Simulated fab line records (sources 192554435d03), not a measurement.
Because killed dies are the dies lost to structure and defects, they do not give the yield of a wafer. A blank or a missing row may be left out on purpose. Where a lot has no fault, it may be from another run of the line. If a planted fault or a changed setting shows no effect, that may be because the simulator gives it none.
Matching of chambers | flow n5-finfet | N5_SD_EPI_N_ETCH_45 on rie-diel-04: 4 sister chambers
The step etches SiOCN in CH3F/O2, target depth 6 nm. 4 wafers are shown with their chamber, then 9 later ones without.

## WAFERS PAIRED WITH THEIR CHAMBERS
wafer  | chamber | showerhead-plenum-p-Torr (Torr)
L089.1 | 0       | 2.09
L089.6 | 3       | 1.89
L090.4 | 1       | 2.05
L090.6 | 2       | 2.09

## WAFERS WITHOUT THEIR CHAMBER
wafer  | showerhead-plenum-p-Torr (Torr)
L091.2 | 2.05
L091.3 | 1.89
L091.5 | 2.05
L092.1 | 2.09
L092.2 | 1.89
L092.5 | 1.89
L095.2 | 2.09
L095.5 | 2.09
L095.6 | 1.88

## EACH ONE'S CHAMBER
wafer  | from the rows above     | in truth
L091.2 | 1                       | 1
L091.3 | 3                       | 3
L091.5 | 1                       | 1
L092.1 | can't be placed: 0 or 2 | 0
L092.2 | 3                       | 3
L092.5 | 3                       | 3
L095.2 | can't be placed: 0 or 2 | 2
L095.5 | can't be placed: 0 or 2 | 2
L095.6 | 3                       | 3
6 of 9 placed correctly. Cannot be placed on the basis of these rows: 3; the candidates contain the true chamber in 3. Wrongly placed: 0.
How it was worked out, from the rows above alone: a wafer's distance from a chamber is the root of the sum, over the readings, of the square of ((its reading less the chamber's mean) divided by the reading's scatter). The wafer belongs to the nearest chamber; if the next one is less than 2 further off, it can't be placed. A chamber's mean is the mean of its shown wafers. The scatter (one wafer shown for each chamber): square how far every hidden wafer sits from the nearest shown wafer, average those squares and take the square root.
